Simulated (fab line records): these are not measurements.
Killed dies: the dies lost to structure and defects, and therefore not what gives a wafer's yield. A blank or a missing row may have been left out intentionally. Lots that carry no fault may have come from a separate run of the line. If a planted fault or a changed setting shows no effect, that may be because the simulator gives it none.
Struck lot and sound lot, side by side | flow nand harc | 40 steps out of a route of 1302
Sound: these wafers, L137.2, L137.4, L137.6. The struck wafers were L135.2, L135.4, L135.6. The cause is named last.
Per side, at each step with rows, come the tool, then ch with its chambers, and then its first start. Under that, the readings that differ: sound wafers | struck wafers | difference of the means | sigmas: that difference in standard deviations of wafers without a fault.
alike: words and numbers the same on both sides, and readings whose means are apart by under 2 such deviations; not compared: readings that were withheld, readings missing a value for some wafer, numbers with overlapping values and no deviation given by the record, and bounds like >300 which may hide the same value.
Wherever a step has rows on one side only, a row that says differs or no value, or a row with sigmas, the two part there. Non-overlapping numbers with no deviation appear without sigmas and do not part them. A reading missing from all wafers of one side parts the sides only when that side holds two or more wafers.

first, 10 steps without rows for these wafers: NHARC_A_CHANNEL_HOLE_D2_DESCUM_15 (chemistry O2, time 3 s); NHARC_A_CHANNEL_HOLE_D2_ETCH_38 (etches the open film in CF4, target depth 39 nm, time 65 s); NHARC_A_CHANNEL_HOLE_D2_ETCH_39 (etches the open film in N2/H2, target depth 260 nm, time 325 s); NHARC_A_CHANNEL_HOLE_D2_ETCH_34 (etches the open film in CF4/CHF3, target depth 154 nm, time 77 s); NHARC_A_CHANNEL_HOLE_D2_ETCH_16 (etches the open film in O2/COS, target depth 3100 nm, time 806 s); NHARC_A_CHANNEL_HOLE_D2_ETCH_19 (etches the open film in C4F8/O2/Ar, time 34.5 s); NHARC_A_CHANNEL_HOLE_D2_ETCH_20 (etches the open film in C4F8/O2/Ar, time 361.9 s, target depth 1600 nm); NHARC_A_CHANNEL_HOLE_D2_ETCH_21 (etches the open film in C4F8/O2/Ar, time 514.3 s, target depth 1600 nm); NHARC_A_CHANNEL_HOLE_D2_ETCH_22 (etches the open film in C4F8/O2/Ar, time 666.7 s, target depth 1600 nm); NHARC_A_CHANNEL_HOLE_D2_ETCH_23 (etches the open film in C4F8/O2/Ar, time 819 s, target depth 1600 nm).
NHARC_A_CHANNEL_HOLE_D2_ETCH_24: etches the open film in C4F8/O2/Ar, time 906.2 s, target depth 1500 nm.
  sound on har etch-01 ch 0,1, day 15 22:59; struck on har etch-02 ch 0,1, day 14 20:56
  reading                      | sound       | struck      | difference | sigmas
  he backside leak sccm (sccm) | 5.0 5.6 5.6 | 6.2 7.1 7.1 | +1.4       | +2
  alike: drypump motor current A, o2 flow sccm, showerhead plenum p Torr, throttle valve pct
  not compared: rf hours counter h
then, 10 steps without rows for these wafers: NHARC_A_CHANNEL_HOLE_D2_ETCH_25 (etches the open film in C4F8/O2/Ar, time 1040.2 s, target depth 1500 nm); NHARC_A_CHANNEL_HOLE_D2_ETCH_26 (etches the open film in C4F8/O2/Ar, time 224.1 s, target depth 300 nm); NHARC_A_CHANNEL_HOLE_D2_ETCH_27 (etches the open film in C4F8/O2/Ar, time 90 s, target depth 400 nm); NHARC_A_CHANNEL_HOLE_D2_STRIP_41 (strips in N2/H2); NHARC_A_CHANNEL_HOLE_D2_STRIP_42 (strips in CF4/CHF3); NHARC_A_CHANNEL_HOLE_D2_STRIP_43 (strips in O2/COS); NHARC_A_CHANNEL_HOLE_D2_ETCH_44 (etches the open film in CF4/O2, target depth 140 nm, overetch 14 nm, time 77 s); NHARC_A_CHANNEL_HOLE_D2_STRIP_28 (strips in O2); NHARC_A_CHANNEL_HOLE_D2_PRECLEAN_29 (cleans in SC1); NHARC_A_CHANNEL_HOLE_D2_SRD_30.
NHARC_A_CHANNEL_HOLE_D2_XSEM_32:
  sound on xsem-02 ch 0, day 16 02:20; struck on xsem-01 ch 0, day 15 00:17
  reading     | sound          | struck            | difference | sigmas
  bow nm (nm) | 8.90 9.02 8.99 | 15.47 15.45 15.36 | +6.46      | +22
  alike: bot cd nm, tilt deg
then, 16 steps without rows for these wafers: NHARC_A_CHANNEL_FILL_D2_PRECLEAN_00 (cleans in SC1); NHARC_A_CHANNEL_FILL_D2_SRD_01; NHARC_A_CHANNEL_FILL_D2_ALD_02 (deposits SiO2, target thk 6 nm, pulse time 10 s, ald cycles 60); NHARC_A_CHANNEL_FILL_D2_ALD_03 (deposits SiNx, target thk 6 nm, pulse time 60 s, ald cycles 58); NHARC_A_CHANNEL_FILL_D2_ALD_14 (deposits SiO2, target thk 2.5 nm, pulse time 10 s, ald cycles 25); NHARC_A_CHANNEL_FILL_D2_ALD_15 (deposits SiNx, target thk 2 nm, pulse time 60 s, ald cycles 19); NHARC_A_CHANNEL_FILL_D2_ALD_16 (deposits SiO2, target thk 1.5 nm, pulse time 10 s, ald cycles 15); NHARC_A_CHANNEL_FILL_D2_ANNEAL_17 (time 1800 s); NHARC_A_CHANNEL_FILL_D2_CVD_18 (deposits poly-Si, target thk 3 nm); NHARC_A_CHANNEL_FILL_D2_ETCHBACK_19 (etches the open film in HBr/Cl2, target depth 5 nm, time 1.7 s); NHARC_A_CHANNEL_FILL_D2_ETCHBACK_20 (etches the open film in C4F8/O2/Ar, target depth 27 nm, time 13.5 s); NHARC_A_CHANNEL_FILL_D2_STRIP_28 (strips in O2, time 20 s); NHARC_A_CHANNEL_FILL_D2_PRECLEAN_21 (cleans in dHF, time 30 s); NHARC_A_CHANNEL_FILL_D2_SRD_23; NHARC_A_CHANNEL_FILL_D2_CVD_05 (deposits poly-Si, target thk 5 nm); NHARC_A_CHANNEL_FILL_D2_ANNEAL_22 (time 7200 s).
-- the record jumps here: 11 days lie between the struck wafers' starts before and after (it left off in module A_CHANNEL_FILL_D2 and takes up again in module END, whose first step shown is number 1301 of the route) --
NHARC_END_WLT_00:
  sound on prober-01, day 27 14:35; struck on prober-01, day 25 13:47
  reading                           | sound             | struck            | difference | sigmas
  VT_DECK2_MEDIAN_NEAR_BOTTOM       | 0.860 0.860 0.858 | 0.884 0.883 0.891 | +0.027     | +4
  VT_DECK2_MEDIAN_NEAR_BOTTOM_INNER | 0.872 0.864 0.862 | 0.882 0.878 0.881 | +0.014     | +2
  alike: VT_DECK1_BOTTOM, VT_DECK1_BOTTOM_INNER, VT_DECK1_MEDIAN_NEAR_BOTTOM, VT_DECK1_MEDIAN_NEAR_BOTTOM_INNER, VT_DECK1_MIDDLE, VT_DECK1_MIDDLE_INNER, VT_DECK1_TOP, VT_DECK1_TOP_INNER, VT_DECK2_BOTTOM, VT_DECK2_BOTTOM_INNER, VT_DECK2_MIDDLE, VT_DECK2_MIDDLE_INNER, VT_DECK2_TOP, VT_DECK2_TOP_INNER
NHARC_END_SORT_01:
  the record has rows for the sound wafers here (prober-01 ch 0, day 27 17:56) and none for the struck ones

== WHERE THEY PART ==
Earliest at NHARC_A_CHANNEL_HOLE_D2_ETCH_24; latest, in this record, at NHARC_END_SORT_01.

WHY: whatever the simulator had introduced
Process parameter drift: har etch-02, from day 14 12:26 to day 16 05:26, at NHARC_A_CHANNEL_HOLE_D2_ETCH_24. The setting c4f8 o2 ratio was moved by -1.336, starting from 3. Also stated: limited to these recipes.
